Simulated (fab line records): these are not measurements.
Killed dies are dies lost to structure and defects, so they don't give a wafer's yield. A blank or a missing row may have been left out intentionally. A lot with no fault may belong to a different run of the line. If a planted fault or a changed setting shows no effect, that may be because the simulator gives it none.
fab line records	flow nand_harc
[record] lots = 6	wafers = 18	last_day = 23
route steps=1159 shown A_M1@1038 A_BONDPAD@1059 END@1159
lots untouched by any fault: they come from a run of this same line in which no faults occurred
start_h: hours from the record's first day to the start of the lot's first wafer shown	wait_h: how many hours have passed since the lot's step before this one	" repeats the value in the row above	L1.1+2: one row covering several wafers at once	- no value present, or no start provided	* or withheld: withheld	< > ~ a bound
route shown NAME@n: a module of which the file shows steps, and the number in the route of the first	usual: average and standard deviation across the fault-free wafers	same: alike in all rows	chamber/n: place in a boat	sites: readings site by site	_std_site: their standard deviation	_edge_site: the outer-site mean with the inner-site mean subtracted	radius_mm: how far each site lies from the wafer's centre	mask NAME#n: copy n	behind: the last tool/chamber to shape the wafer	hold: why the lot went on hold/how many hours it stayed there/how the hold came to an end	device: whichever transistor did not switch (one of n, p or np)	end of line: the route-end tests of the same wafers	where a step has no rows: the recipe by itself	killed: the dies lost at the first sort to structure and to defects; this is not the yield of the wafer	map: dies across one wafer; x = killed, . = not, _ = none there
set.NAME: setting as actually run; set.NAME@STEP: the setting as run at that earlier step	model.NAME: the simulator's own value behind a step, which no gauge read
lots seen at some steps along the route; tables by step, rows by wafer
services: when a tool's chamber went out of use (start_h, in hours from the record's first day, below 0 if earlier), for how many hours, and the reason
[[steps]]
[step NHARC_A_M1_INSPECT_11]
[usual] raw_defect_count = 30/11
lot.wafer	tool	chamber	start_h	wait_h	raw_defect_count
L513.3	defect_inspect-01	-	404.90	0.0	32
L513.4	"	-	"	"	39
L513.6	"	-	"	"	36
L520.1	defect_inspect-01	-	450.00	0.0	23
L520.5	"	-	"	"	30
L520.6	"	-	"	"	33
L528.2	defect_inspect-02	-	494.59	0.0	41
L528.4	"	-	"	"	30
L528.5	"	-	"	"	38
L530.2	defect_inspect-02	-	500.92	0.0	39
L530.5	"	-	"	"	32
L530.6	"	-	"	"	26
L529.3	defect_inspect-01	-	508.88	0.0	52
L529.4	"	-	"	"	52
L529.5	"	-	"	"	64
L532.1	defect_inspect-01	-	509.61	0.0	10
L532.2	"	-	"	"	21
L532.3	"	-	"	"	17
[step NHARC_A_M1_DESCUM_14]
[recipe] time_s = 3	o2_flow_sccm = 200	ar_flow_sccm = 0	bias_power_w = 0	chemistry = O2
[step NHARC_A_M1_ETCH_35]
[recipe] target_depth_a = 400	overetch_a = 120	time_s = 43.94	ion_energy_ev = 200	n2_flow_sccm = 150	h2_flow_sccm = 150	ar_flow_sccm = 0	rf_w = 400	bias_w = 150	chemistry = N2/H2
[step NHARC_A_M1_ETCH_15]
[recipe] target_depth_a = 1825	time_s = 91.2	c4f8_flow_sccm = withheld	ar_flow_sccm = 400	rf_w = 600	bias_w = 300	chemistry = C4F8/Ar
[step NHARC_A_M1_CD_MEAS_16]
[usual] cd_nm = 119.8/0.73
lot.wafer	tool	chamber	start_h	wait_h	cd_nm
L513.3	cd_sem-02	-	405.28	-	119.0
L513.4	"	-	"	"	119.5
L513.6	"	-	"	"	119.7
L520.1	cd_sem-03	-	450.41	-	120.6
L520.5	"	-	"	"	120.1
L520.6	"	-	"	"	121.3
L528.2	cd_sem-02	-	494.95	-	120.9
L528.4	"	-	"	"	119.4
L528.5	"	-	"	"	121.2
L530.2	cd_sem-02	-	501.29	-	119.3
L530.5	"	-	"	"	120.0
L530.6	"	-	"	"	119.9
L529.3	cd_sem-02	-	509.25	-	120.2
L529.4	"	-	"	"	120.9
L529.5	"	-	"	"	120.8
L532.1	cd_sem-01	-	509.98	-	118.5
L532.2	"	-	"	"	119.4
L532.3	"	-	"	"	119.2
[step NHARC_A_M1_STRIP_18]
[recipe] power_w = 1000	n2_flow_sccm = 150	h2_flow_sccm = 150	ar_flow_sccm = 0	bias_w = 0	chemistry = N2/H2
[usual] drypump_motor_current_A = 5.6/0.45	oes_product_au = 0.999/0.011	rf_vpp_V = 91.0/0.95	showerhead_plenum_p_Torr = 2.10/0.096	throttle_valve_pct = 14.170/0.0087
lot.wafer	tool	chamber	start_h	wait_h	drypump_motor_current_A	oes_product_au	rf_hours_counter_h	rf_vpp_V	showerhead_plenum_p_Torr	throttle_valve_pct
L513.3	rie_diel-05	1	405.38	0.1	5.3	1.021	7	90.1	1.95	14.178
L513.4	"	2	"	"	5.1	0.989	7	90.3	2.18	14.173
L513.6	"	1	"	"	5.3	1.021	-	88.6	1.95	14.179
L520.1	rie_diel-10	2	450.48	0.1	5.3	0.996	2	90.5	2.08	14.159
L520.5	"	2	"	"	5.3	0.988	-	91.5	2.08	14.153
L520.6	"	3	"	"	6.1	0.992	-	88.8	2.04	14.167
L528.2	rie_diel-05	3	495.05	0.1	5.1	0.994	14	91.3	2.15	14.175
L528.4	"	0	"	"	5.5	1.006	13	91.8	2.09	14.164
L528.5	"	3	"	"	5.1	0.994	-	91.8	2.15	14.159
L530.2	rie_diel-09	2	501.38	0.1	6.5	0.981	1	91.5	2.19	14.179
L530.5	"	1	"	"	5.2	0.994	-	91.1	2.17	14.154
L530.6	"	2	"	"	6.5	0.985	-	91.4	2.19	14.170
L529.3	rie_diel-05	1	509.32	0.1	5.3	1.011	16	89.3	1.95	14.180
L529.4	"	3	"	"	5.1	1.001	15	91.1	2.15	14.171
L529.5	"	1	"	"	5.3	1.011	-	90.2	1.95	14.158
L532.3	rie_diel-05	2	510.05	0.1	5.1	0.985	16	92.2	2.17	14.167
L532.1	"	0	"	"	5.4	0.996	14	90.1	2.09	14.180
L532.2	"	1	"	"	5.3	1.003	16	91.0	1.95	14.159
[step NHARC_A_M1_ETCH_28]
[recipe] target_depth_a = 300	over_etch_frac = 0.3	time_s = 72.99	ion_energy_ev = 150	cf4_flow_sccm = 50	n2_flow_sccm = 100	ar_flow_sccm = 150	rf_w = 300	bias_w = 100	chemistry = CF4/N2
[usual] drypump_motor_current_A = 5.6/0.42	oes_product_au = 1.001/0.011	rf_vpp_V = 315.2/2.1	showerhead_plenum_p_Torr = 2.69/0.11	throttle_valve_pct = 19.795/0.0087
lot.wafer	tool	chamber	start_h	wait_h	drypump_motor_current_A	oes_product_au	rf_hours_counter_h	rf_vpp_V	showerhead_plenum_p_Torr	throttle_valve_pct
L513.3	rie_diel-05	1	-	-	5.3	1.015	7	312.5	2.52	19.779
L513.4	"	2	"	"	5.1	0.983	7	316.9	2.79	19.779
L513.6	"	1	"	"	5.3	1.018	-	314.2	2.52	19.787
L520.1	rie_diel-10	3	-	-	6.1	0.994	2	314.8	2.62	19.801
L520.5	"	3	"	"	6.0	1.005	-	313.5	2.62	19.809
L520.6	"	0	"	"	6.3	1.017	-	315.4	2.76	19.806
L528.4	rie_diel-05	3	-	-	5.1	1.005	14	316.0	2.76	19.792
L528.2	"	1	"	"	5.3	1.006	16	312.2	2.51	19.802
L528.5	"	0	"	"	5.5	1.004	-	315.4	2.68	19.793
L530.2	rie_diel-09	0	-	-	5.7	0.995	2	317.9	2.82	19.800
L530.5	"	3	"	"	6.0	0.997	-	313.6	2.57	19.791
L530.6	"	0	"	"	5.6	1.000	-	316.3	2.82	19.790
L529.4	rie_diel-05	1	-	-	5.3	1.009	16	311.8	2.51	19.794
L529.3	"	3	"	"	5.1	1.001	15	315.9	2.76	19.782
L529.5	"	1	"	"	5.3	1.006	-	310.8	2.51	19.793
L532.1	rie_diel-05	3	-	-	5.1	1.009	15	316.7	2.76	19.787
L532.2	"	0	"	"	5.5	1.008	14	314.3	2.68	19.792
L532.3	"	2	"	"	5.1	0.980	16	316.5	2.78	19.807
[step NHARC_A_M1_STRIP_19]
[recipe] time_s = 600	temp_c = 30	chemistry = post_etch_residue_remover
[step NHARC_A_M1_DEGAS_29]
[recipe] temp_c = 250	time_s = 60
[step NHARC_A_M1_PRE_CLEAN_30]
[recipe] time_s = 30	temp_c = 280	gas = H2/He
[step NHARC_A_M1_PVD_20]
[recipe] target_thk_a = 50	bias_v = 168.6	power_w = 15000	chamber_pressure_pa = 0.12	time_s = 8.06	substrate_temp_c = 50	material = TaN
[step NHARC_A_M1_PVD_21]
[recipe] target_thk_a = 300	chamber_pressure_pa = 5	power_w = 5000	substrate_temp_c = 30	time_s = 20.49	material = Cu
[usual] throttle_valve_pct = 30.7/1.3
lot.wafer	tool	chamber	start_h	wait_h	throttle_valve_pct
L513.3	pvd_sputter-02	-	-	-	31.8
L513.4	"	-	"	"	31.0
L513.6	"	-	"	"	30.9
L520.1	pvd_sputter-01	-	-	-	29.7
L520.5	"	-	"	"	29.7
L520.6	"	-	"	"	32.2
L528.2	pvd_sputter-02	-	-	-	30.7
L528.4	"	-	"	"	30.9
L528.5	"	-	"	"	30.9
L530.2	pvd_sputter-02	-	-	-	31.0
L530.6	"	-	"	"	30.3
L530.5	"	-	"	"	31.9
L529.3	pvd_sputter-03	-	-	-	31.0
L529.4	"	-	"	"	30.7
L529.5	"	-	"	"	30.7
L532.3	pvd_sputter-01	-	-	-	30.4
L532.1	"	-	"	"	27.9
L532.2	"	-	"	"	29.8
[step NHARC_A_M1_ECD_22]
[recipe] target_thk_a = 4000	bath_temp_c = 25	material = Cu
lot.wafer	tool	chamber	start_h	wait_h
L513.4+3+6	ecd_cu-01	0,1,0	406.47	-
L520.1+5+6	ecd_cu-02	1,0,1	451.54	-
L528.2+4+5	ecd_cu-01	0,1,0	496.08	-
L530.2+5+6	ecd_cu-02	1,1,0	502.36	-
L529.4+3+5	ecd_cu-01	0,1,0	510.42	-
L532.2+1+3	ecd_cu-02	0,1,1	511.08	-
[step NHARC_A_M1_ANNEAL_31]
[recipe] temp_c = 225	time_s = 90
[step NHARC_A_M1_CMP_23]
[recipe] t_overpolish_s = 20	target_thk_nm = 154.34
[usual] motor_current_A = 12.3/0.95	time_to_endpoint_s = 29.5/2.9
lot.wafer	tool	chamber	start_h	wait_h	motor_current_A	time_to_endpoint_s
L513.3	cmp-04	1	407.12	-	11.9	24.5
L513.4	"	2	"	"	10.3	25.7
L513.6	"	1	"	"	12.1	23.9
L520.1	cmp-02	1	452.21	-	13.4	28.0
L520.6	"	1	"	"	14.8	30.6
L520.5	"	2	"	"	11.9	33.5
L528.4	cmp-04	2	496.92	-	11.0	28.6
L528.2	"	0	"	"	12.6	27.8
L528.5	"	1	"	"	11.7	23.0
L530.2	cmp-04	1	503.21	-	12.6	26.0
L530.5	"	0	"	"	12.7	30.8
L530.6	"	1	"	"	11.9	26.0
L529.4	cmp-03	2	511.07	-	12.7	34.0
L529.3	"	3	"	"	14.2	34.4
L529.5	"	2	"	"	13.3	33.3
L532.2	cmp-04	1	511.79	-	11.8	29.3
L532.3	"	2	"	"	10.5	31.8
L532.1	"	3	"	"	11.6	31.2
[step NHARC_A_M1_THK_MEAS_24]
[recipe] thk_meas_gauge = xrf
[usual] thk_nm = 154.9/1.5
lot.wafer	tool	chamber	start_h	wait_h	thk_nm
L513.3	film_metro-01	-	407.40	-	154.5
L513.4	"	-	"	"	153.7
L513.6	"	-	"	"	156.4
L520.1	film_metro-01	-	452.53	-	155.1
L520.5	"	-	"	"	155.9
L520.6	"	-	"	"	153.4
L528.2	film_metro-02	-	497.21	-	155.1
L528.4	"	-	"	"	153.4
L528.5	"	-	"	"	152.9
L530.2	film_metro-01	-	503.50	-	153.4
L530.5	"	-	"	"	155.4
L530.6	"	-	"	"	154.2
L529.3	film_metro-02	-	511.36	-	156.2
L529.4	"	-	"	"	157.9
L529.5	"	-	"	"	158.1
L532.1	film_metro-01	-	512.11	-	153.4
L532.2	"	-	"	"	153.2
L532.3	"	-	"	"	154.1
[step NHARC_A_M1_SRD_25]
[step NHARC_A_M1_PRE_CLEAN_32]
[recipe] time_s = 12	temp_c = 370	rf_power_w = 300	gas = NH3
[step NHARC_A_M1_DEP_33]
[recipe] target_thk_a = 300	temp_c = 370	target_thk_nm = 30	pressure_torr = 3	flow_sccm = 200	rf_w = 450	material = SiCN
[step NHARC_A_BONDPAD_DEP_00]
[recipe] target_thk_a = 2500	temp_c = 370	target_thk_nm = 250	pressure_torr = 3	flow_sccm = 200	rf_w = 450	material = SiCN
[step NHARC_A_BONDPAD_CMP_29]
[recipe] target_thk_nm = 200	material = SiCN
[step NHARC_A_BONDPAD_THK_MEAS_30]
[recipe] thk_meas_gauge = ellipsometry
[usual] thk_nm = 200.2/1.6
lot.wafer	tool	chamber	start_h	wait_h	thk_nm
L513.3	film_metro-01	-	408.93	0.2	203.7
L513.4	"	-	"	"	201.0
L513.6	"	-	"	"	201.4
L520.1	film_metro-01	-	454.05	0.1	198.0
L520.5	"	-	"	"	201.6
L520.6	"	-	"	"	199.6
L528.2	film_metro-02	-	498.72	0.2	199.0
L528.4	"	-	"	"	198.9
L528.5	"	-	"	"	199.6
L530.2	film_metro-01	-	505.02	0.2	202.8
L530.5	"	-	"	"	201.8
L530.6	"	-	"	"	203.3
L529.3	film_metro-02	-	512.88	0.2	199.1
L529.4	"	-	"	"	197.0
L529.5	"	-	"	"	200.1
L532.1	film_metro-02	-	513.63	0.1	199.7
L532.2	"	-	"	"	202.4
L532.3	"	-	"	"	200.4
[step NHARC_A_BONDPAD_SRD_31]
[step NHARC_A_BONDPAD_DEHYDRATE_01]
[recipe] temp_c = 150	time_s = 120
[step NHARC_A_BONDPAD_HMDS_02]
[recipe] time_s = 30
[step NHARC_A_BONDPAD_COAT_33]
[recipe] temp_c = 200	time_s = 65
[step NHARC_A_BONDPAD_COAT_03]
[recipe] spin_rpm = 2000	resist_thk_nm = 600
[step NHARC_A_BONDPAD_SOFTBAKE_04]
[recipe] temp_c = 125	time_s = 70
[step NHARC_A_BONDPAD_EBR_05]
[step NHARC_A_BONDPAD_EXPOSE_06]
[recipe] na = 0.55	dose_mj = 36.99	mask_id = A_BPAD
[step NHARC_A_BONDPAD_PEB_07]
[recipe] peb_temp_c = 128	peb_time_s = 80
[step NHARC_A_BONDPAD_DEVELOP_08]
[recipe] time_s = 50	dev_temp_c = 22
[step NHARC_A_BONDPAD_CD_MEAS_09]
[recipe] target_cd_nm = 500	landing_energy_ev = 500
[usual] cd_nm = 499.3/1.8
lot.wafer	tool	chamber	start_h	wait_h	cd_nm
L513.3	cd_sem-01	0	409.50	-	498.5
L513.4	"	0	"	"	501.0
L513.6	"	0	"	"	498.0
L520.1	cd_sem-02	0	454.62	-	497.7
L520.5	"	0	"	"	498.2
L520.6	"	0	"	"	501.9
L528.2	cd_sem-01	0	499.29	-	500.0
L528.4	"	0	"	"	499.8
L528.5	"	0	"	"	498.3
L530.2	cd_sem-01	0	505.46	-	496.8
L530.5	"	0	"	"	496.8
L530.6	"	0	"	"	502.3
L529.3	cd_sem-03	0	513.46	-	497.2
L529.4	"	0	"	"	499.3
L529.5	"	0	"	"	500.8
L532.1	cd_sem-02	0	514.20	-	498.4
L532.2	"	0	"	"	497.9
L532.3	"	0	"	"	498.2
[step NHARC_A_BONDPAD_OVL_MEAS_35]
[usual] overlay_x_nm = 0/6.5	overlay_y_nm = 1/5.7
lot.wafer	tool	chamber	start_h	wait_h	overlay_x_nm	overlay_y_nm
L513.3	overlay-02	-	409.58	-	-7	-2
L513.4	"	-	"	"	-7	-2
L513.6	"	-	"	"	-7	-2
L520.1	overlay-02	-	454.70	-	-14	-11
L520.5	"	-	"	"	-14	-11
L520.6	"	-	"	"	-14	-11
L528.2	overlay-01	-	499.38	-	-10	0
L528.4	"	-	"	"	-10	2
L528.5	"	-	"	"	-10	1
L530.2	overlay-02	-	505.55	-	4	-2
L530.5	"	-	"	"	4	-2
L530.6	"	-	"	"	3	-2
L529.3	overlay-01	-	513.54	-	3	-5
L529.4	"	-	"	"	3	-4
L529.5	"	-	"	"	2	-4
L532.1	overlay-01	-	514.29	-	-9	-10
L532.2	"	-	"	"	-10	-11
L532.3	"	-	"	"	-9	-10
[step NHARC_A_BONDPAD_HARDBAKE_10]
[recipe] temp_c = 118	time_s = 65
[step NHARC_A_BONDPAD_DESCUM_11]
[recipe] time_s = 3	o2_flow_sccm = 200	ar_flow_sccm = 0	bias_power_w = 0	chemistry = O2
[usual] drypump_motor_current_A = 5.7/0.53	oes_product_au = 0.990/0.0085	rf_vpp_V = 57.8/0.93	showerhead_plenum_p_Torr = 1.93/0.1	throttle_valve_pct = 11.312/0.0094
lot.wafer	tool	chamber	start_h	wait_h	drypump_motor_current_A	oes_product_au	rf_hours_counter_h	rf_vpp_V	showerhead_plenum_p_Torr	throttle_valve_pct
L513.4	rie_diel-04	2	409.72	-	6.1	0.995	39	57.7	1.91	11.313
L513.3	"	0	"	"	5.6	0.985	45	57.6	1.92	11.294
L513.6	"	2	"	"	6.2	0.991	-	57.7	1.91	11.323
L520.1	rie_diel-03	2	454.83	-	6.2	0.982	2	59.1	2.07	11.317
L520.5	"	2	"	"	6.2	0.980	-	58.5	2.07	11.316
L520.6	"	3	"	"	5.8	0.989	-	57.5	1.81	11.312
L528.4	rie_diel-03	1	499.51	-	6.0	0.994	4	57.3	2.00	11.315
L528.2	"	2	"	"	6.2	0.980	4	59.6	2.07	11.306
L528.5	"	1	"	"	6.0	1.000	-	58.0	2.00	11.303
L530.2	rie_diel-03	2	505.71	-	6.2	0.978	4	58.3	2.07	11.316
L530.5	"	3	"	"	5.8	0.987	-	59.0	1.81	11.322
L530.6	"	0	"	"	4.8	0.991	-	58.3	1.81	11.302
L529.3	rie_diel-03	1	513.67	-	6.0	0.989	5	57.1	2.00	11.315
L529.4	"	2	"	"	6.2	0.994	5	58.5	2.07	11.329
L529.5	"	1	"	"	6.0	1.001	-	58.0	2.00	11.318
L532.3	rie_diel-03	3	514.42	-	5.8	0.991	5	56.1	1.81	11.313
L532.2	"	0	"	"	4.7	0.986	5	58.0	1.81	11.284
L532.1	"	1	"	"	6.0	0.994	5	57.0	2.00	11.308
[step NHARC_A_BONDPAD_ETCH_34]
[recipe] target_depth_a = 600	overetch_a = 180	time_s = 65.91	ion_energy_ev = 200	n2_flow_sccm = 150	h2_flow_sccm = 150	ar_flow_sccm = 0	rf_w = 400	bias_w = 150	chemistry = N2/H2
[step NHARC_A_BONDPAD_ETCH_12]
[recipe] target_depth_a = 2200	time_s = 110	chf3_flow_sccm = 50	o2_flow_sccm = 10	ar_flow_sccm = 200	rf_w = 500	bias_w = 200	chemistry = CHF3/O2
[step NHARC_A_BONDPAD_CD_MEAS_13]
[usual] cd_nm = 498.8/2
lot.wafer	tool	chamber	start_h	wait_h	cd_nm
L513.3	cd_sem-01	-	410.04	-	497.1
L513.4	"	-	"	"	501.0
L513.6	"	-	"	"	497.3
L520.1	cd_sem-03	-	455.14	-	497.4
L520.5	"	-	"	"	497.8
L520.6	"	-	"	"	500.8
L528.2	cd_sem-02	-	499.82	-	499.5
L528.4	"	-	"	"	498.9
L528.5	"	-	"	"	497.9
L530.2	cd_sem-03	-	506.00	-	495.3
L530.5	"	-	"	"	497.1
L530.6	"	-	"	"	501.1
L529.3	cd_sem-02	-	513.99	-	496.0
L529.4	"	-	"	"	498.5
L529.5	"	-	"	"	500.7
L532.1	cd_sem-02	-	514.73	-	499.7
L532.2	"	-	"	"	498.2
L532.3	"	-	"	"	498.2
[step NHARC_A_BONDPAD_STRIP_15]
[recipe] o2_flow_sccm = 500	ar_flow_sccm = 0	bias_w = 0	chemistry = O2
[step NHARC_END_SORT_01]
[recipe] temp_c = 25
[usual] defect_limited_yield = 95.3/1.3	killed_at_array = 28/8.6	killed_at_other = 0.7/1.2	killed_at_periphery = 3.1/2.3	killed_dies = 32/8.7	killed_open = 3.2/1.7	killed_short = 2.0/1.5	sort_bin_2_pct = 1.5/0.58	sort_bin_3_pct = 0.28/0.22	sort_bin_4_pct = 3.0/0.86	sort_n_pass = 645/8.7	sort_rim_yield_pct = 97.8/1.4	sort_yield_pct = 95.3/1.3
[same] gross_dies = 677	sort_bin_5_pct[%] = 0	sort_bin_6_pct[%] = 0	sort_bin_7_pct[%] = 0	sort_bin_8_pct[%] = 0	sort_rim_n_gross = 106.00
lot.wafer	tool	chamber	start_h	wait_h	defect_limited_yield[%]	killed_at_array	killed_at_other	killed_at_periphery	killed_dies	killed_open	killed_short	sort_bin_2_pct[%]	sort_bin_3_pct[%]	sort_bin_4_pct[%]	sort_n_pass	sort_rim_yield_pct[%]	sort_yield_pct[%]
L513.3	prober-02	0	445.93	3.1	95.7	27	0	2	29	5	1	1.8	0.30	2.2	648	97.2	95.7
L513.4	prober-02	0	446.72	3.4	94.2	37	1	1	39	2	3	1.8	0.15	3.8	638	97.2	94.2
L513.6	prober-02	0	448.30	4.0	93.9	35	3	3	41	2	5	1.6	0.59	3.8	636	98.1	93.9
L528.2	prober-01	0	530.80	2.8	51.6	325	1	2	328	2	0	15.5	4.28	28.7	349	55.7	51.6
L528.4	prober-01	0	532.37	3.3	53.5	314	0	1	315	2	2	17.4	2.66	26.4	362	50.0	53.5
L528.5	prober-01	0	533.15	3.6	56.6	291	1	2	294	1	1	15.5	3.40	24.5	383	51.9	56.6
L530.2	prober-01	0	542.13	2.8	94.2	39	0	0	39	3	4	1.9	0	3.8	638	97.2	94.2
L530.5	prober-01	0	544.55	3.7	95.6	27	1	2	30	3	2	1.8	0	2.7	647	97.2	95.6
L530.6	prober-01	0	545.35	4.0	96.0	25	0	2	27	4	0	1.3	0	2.7	650	100.0	96.0
L529.3	prober-01	0	550.74	3.1	52.0	318	1	6	325	3	2	16.7	3.99	27.3	352	54.7	52.0
L529.4	prober-01	0	551.54	3.4	52.9	316	0	3	319	2	1	17.0	3.84	26.3	358	60.4	52.9
L529.5	prober-01	0	552.34	3.7	50.4	330	0	6	336	1	1	16.7	4.58	28.4	341	57.5	50.4
// killed by level:class
L513.3 A_CHANNEL_HOLE_D1:chamber_film_flake=14 A_SLIT:chamber_film_flake=7 P_CONTACT:geometric_particle:open=1 P_M2:geometric_particle:open=1 A_CHANNEL_FILL_D1:geometric_particle:open=1 A_SGD_CUT:geometric_particle:open=1 A_SGD_CUT:geometric_particle:short=1 A_WL_FILL:geometric_particle:open=1
L513.4 A_CHANNEL_HOLE_D1:chamber_film_flake=18 A_SLIT:chamber_film_flake=6 A_STAIRCASE:chamber_film_flake=3 A_WL_FILL:chamber_film_flake=3 A_CONTACT:chamber_film_flake=2 P_GATE:geometric_particle:short=1 A_CHANNEL_FILL_D1:geometric_particle:short=1 A_SLIT:geometric_particle:open=1
L513.6 A_CHANNEL_HOLE_D1:chamber_film_flake=16 A_SLIT:chamber_film_flake=10 A_WL_FILL:chamber_film_flake=3 THIN_TSV:chamber_film_flake=3 P_CONTACT:geometric_particle:short=2 A_SOURCE_PLATE:geometric_particle:open=1 A_CHANNEL_FILL_D1:geometric_particle:short=1 A_WL_FILL:geometric_particle:open=1
L528.2 A_M1:unspecified=306 A_CHANNEL_HOLE_D1:chamber_film_flake=17 P_CONTACT:geometric_particle:open=1 A_CONTACT:geometric_particle:open=1 P_CONTACT:chamber_film_flake=1 A_STAIRCASE:chamber_film_flake=1 THIN_TSV:chamber_film_flake=1
L528.4 A_M1:unspecified=290 A_CHANNEL_HOLE_D1:chamber_film_flake=14 A_CONTACT:chamber_film_flake=5 A_STAIRCASE:chamber_film_flake=2 P_GATE:geometric_particle:open=1 A_ONON_D1:geometric_particle:short=1 A_BLC:geometric_particle:open=1 A_M0:geometric_particle:short=1
L528.5 A_M1:unspecified=269 A_CHANNEL_HOLE_D1:chamber_film_flake=14 A_CONTACT:chamber_film_flake=6 P_GATE:geometric_particle:open=1 A_CHANNEL_FILL_D1:geometric_particle:short=1 P_CONTACT:chamber_film_flake=1 A_STAIRCASE:chamber_film_flake=1 THIN_TSV:chamber_film_flake=1
L530.2 A_SLIT:chamber_film_flake=16 A_CONTACT:chamber_film_flake=8 A_CHANNEL_HOLE_D1:chamber_film_flake=4 A_STAIRCASE:chamber_film_flake=4 A_ONON_D1:geometric_particle:short=2 A_ONON_D1:geometric_particle:open=1 A_CHANNEL_FILL_D1:geometric_particle:short=1 A_WL_FILL:geometric_particle:open=1
L530.5 A_SLIT:chamber_film_flake=10 A_CHANNEL_HOLE_D1:chamber_film_flake=7 A_ONON_D1:geometric_particle:open=3 A_CONTACT:chamber_film_flake=3 A_STAIRCASE:chamber_film_flake=2 P_STI:geometric_particle:short=1 A_ONON_D1:geometric_particle:short=1 P_STI:chamber_film_flake=1
L530.6 A_SLIT:chamber_film_flake=14 A_CHANNEL_HOLE_D1:chamber_film_flake=6 P_ZERO_WELL:chamber_film_flake=2 A_ONON_D1:geometric_particle:open=1 A_CHANNEL_FILL_D1:geometric_particle:open=1 A_M0:geometric_particle:open=1 A_M1:geometric_particle:open=1 A_CONTACT:chamber_film_flake=1
L529.3 A_M1:unspecified=286 A_SLIT:chamber_film_flake=12 A_CHANNEL_HOLE_D1:chamber_film_flake=11 A_CONTACT:chamber_film_flake=5 P_ZERO_WELL:chamber_film_flake=3 P_CONTACT:geometric_particle:short=2 A_ONON_D1:geometric_particle:open=1 A_CONTACT:geometric_particle:open=1
L529.4 A_M1:unspecified=279 A_CHANNEL_HOLE_D1:chamber_film_flake=13 A_CONTACT:chamber_film_flake=10 A_SLIT:chamber_film_flake=5 P_ZERO_WELL:chamber_film_flake=3 A_STAIRCASE:chamber_film_flake=3 A_BONDPAD:chamber_film_flake=3 A_CONTACT:geometric_particle:open=1
L529.5 A_M1:unspecified=290 A_CHANNEL_HOLE_D1:chamber_film_flake=19 A_SLIT:chamber_film_flake=11 A_CONTACT:chamber_film_flake=6 P_ZERO_WELL:chamber_film_flake=3 A_STAIRCASE:chamber_film_flake=3 P_GATE:geometric_particle:open=1 A_BLC:geometric_particle:short=1
// map L528.2 (x killed, . not)
____________.____________
_________xxx...x_________
_______..x.x..x..._______
______.x.x.xxx.x...______
_____x..xxx.xxxxxxxx_____
____..x.xxx..x...xxxx____
____.x...xx..x.x.x.xx____
___.xx.xx....xx..xx.x.___
___xxx.xx.x.x........x___
__.x.x.....xx...xx.x...__
__.x...xx..x.....xxx..x__
_..x.xx..xx.x..x.x.xxx.x_
_x...xxx..x.xx..xx..xx.x_
_x....xx..xx..xxxxxxxx.._
_....xxxxx.x.xxx.....xx._
_xx..xx..xxx.xx.x..x.xx._
xxxxx.x.....x..xx..x.xxx.
x.x...x..x.x...x.xxxx..x.
xx.xxxx......x.xxx.....x.
xx.xxxxx...x.xx.xx..x...x
x...xx..x....x.xx.x..xx..
_x.xxxx........x.x..x..._
_.x.....x.xxx..xx....xx._
_xx.x..x..x.xxx.x......._
_xxx.x.xxxxxx.x...x....x_
_..xx...xxxxxx..xx..x..._
__.xx..xxx.x..xx..x.x.x__
__..x.x.xx.x....xxxxxxx__
___x....xxxxx...xxxx..___
___xx.x.xxxxxxxx.x.xx.___
____...xxxxxxxx......____
____..x.x.xx.xxxx.x.x____
_____.x....x......xx_____
______xx...xx.x.xxx______
_______...x.x..x.._______
_________x..x..x_________
____________x____________
// map L529.5 (x killed, . not)
____________x____________
_________.....xx_________
_______..xx..xxxxx_______
______..x.x...x..x.______
_____.xxx..xx.x.x..x_____
____x..x.xxxx.xxxx...____
____x..xxx.xx.xxxx...____
___.xx...x.xxx...x.x..___
___....x.xxxxxxxx..x..___
__.xxxxxxxxxx..xxx.xxxx__
__xxxxxxxx.xxxx..xxxx..__
_..xx.x..x.x.x..xx...xx._
_.xx.x.xxx..x.......xxx._
_x.....xxx..x.x..xxx..xx_
_xx.xx.x.xx.x.x.x.xx.xx._
_xxx.xx.x..x..x...x..x.._
x...x..xxxxxxxx.x....xx.x
..x.xxx......x..xxxx...xx
.x...x.x..x.x.xx.x.xxxx..
.xx..x...xx.....x.....xxx
.xx..xxxx.xx...x.xx......
_..xx.....xx.xxxx.x....._
_xxx.x.xxx...xxxxxxx.x.._
_.x..x...xx....x....xxx._
_x......x.xx.xx......x.x_
_x....x..xxxxxxx..x.x..._
__xxxxx..xxxxxx..xxx.xx__
__.x.xx.xx..xx...x..x.x__
___......x.xxxx.x...xx___
___xx...x.xxxx.xx..xx.___
____.......xx....x...____
____..x.....x.xxx..xx____
_____..xx.xxxx..x.xx_____
______.x.x..x...x..______
_______x.xxxx.x.x._______
_________..x.xxx_________
____________x____________
[[services]]
tool	chamber	start_h	hours	kind
cmp-03	-	383.36	6.5	repair
pvd_sputter-02	-	388.15	2.2	repair
pvd_sputter-02	-	392.00	10.0	pm
rie_diel-03	-	392.30	9.0	pm
rie_diel-05	0	395.82	8.7	repair
cmp-04	-	395.86	0.3	repair
cmp-02	-	398.69	0.6	repair
cmp-04	-	399.06	4.0	pm
cmp-02	-	400.53	1.0	repair
pvd_sputter-01	-	415.18	3.1	repair
cmp-02	-	422.76	4.0	pm
pvd_sputter-03	-	426.72	1.4	repair
cmp-03	-	427.81	0.9	repair
rie_diel-09	-	431.10	9.0	pm
cmp-02	-	444.38	0.4	repair
ecd_cu-01	-	448.00	8.0	pm
cmp-03	-	450.13	4.0	pm
ecd_cu-02	-	450.15	1.1	repair
rie_diel-10	2	452.57	2.5	repair
pvd_sputter-03	-	458.03	10.0	pm
rie_diel-09	-	465.04	0.3	repair
cmp-04	-	497.06	4.0	pm
rie_diel-09	1	512.13	18.6	repair
pvd_sputter-01	-	514.09	10.0	pm
[[key]]
[first_sign] step = NHARC_END_SORT_01	reading = killed_at_array	direction = up	sigmas = 34	usual = 28	struck = 316
[effect] step = NHARC_END_SORT_01	reading = killed_dies	direction = up	sigmas = 33	usual = 32	struck = 320
[more_kills_born_at] NHARC_A_M1_ECD_22@ecd_cu-01 = 1720
met_at NHARC_A_M1_ECD_22
struck_wafers L528.2,L528.4,L528.5,L529.3,L529.4,L529.5
onset_between 406.47 496.08
[fault] kind = chamber_particle_source	tool = ecd_cu-01	chamber = -	onset_h = 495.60	steps = NHARC_A_M1_ECD_22	rate_per_visit_cm2 = 0.6385	end_h = 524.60
